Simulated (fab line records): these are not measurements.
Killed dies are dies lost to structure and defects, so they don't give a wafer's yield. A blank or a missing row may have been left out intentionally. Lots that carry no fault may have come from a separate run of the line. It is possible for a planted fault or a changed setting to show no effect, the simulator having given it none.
Chamber matching    flow nand-harc    rie-diel-08 running NHARC_P_M1_DESCUM_14: 4 sister chambers
The step chemistry O2, time 3 s. 4 wafers are shown with their chamber, then 9 later ones without.

## WAFERS WITH THEIR CHAMBER
wafer   chamber  showerhead-plenum-p-Torr (Torr)
L242.3  2        1.92
L248.3  3        1.88
L248.4  0        1.95
L248.5  1        1.78

## WAFERS MISSING THEIR CHAMBER
wafer   showerhead-plenum-p-Torr (Torr)
L258.1  1.92
L258.4  1.94
L258.5  1.78
L261.2  1.78
L261.5  1.91
L261.6  1.87
L260.2  1.87
L260.4  1.91
L260.6  1.94

## EACH ONE'S CHAMBER
wafer   from the rows above      in truth
L258.1  2                        2
L258.4  can't be placed: 0 or 2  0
L258.5  1                        1
L261.2  1                        1
L261.5  2                        2
L261.6  3                        3
L260.2  3                        3
L260.4  2                        2
L260.6  can't be placed: 0 or 2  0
Correctly placed: 7 of 9. These rows do not allow placing 2 (true chamber among the candidates in 2). Placed wrongly: 0.
How it was worked out, from the rows above alone: a wafer's distance from a chamber is the root of the sum, over the readings, of the square of ((its reading less the chamber's mean) divided by the reading's scatter). If the next closest chamber is less than 2 further off than the closest, the wafer can't be placed; otherwise it belongs to the closest. Each chamber's mean is taken over the wafers shown for it. The scatter (one wafer shown for each chamber): square how far every hidden wafer sits from the nearest shown wafer, average those squares and take the square root.
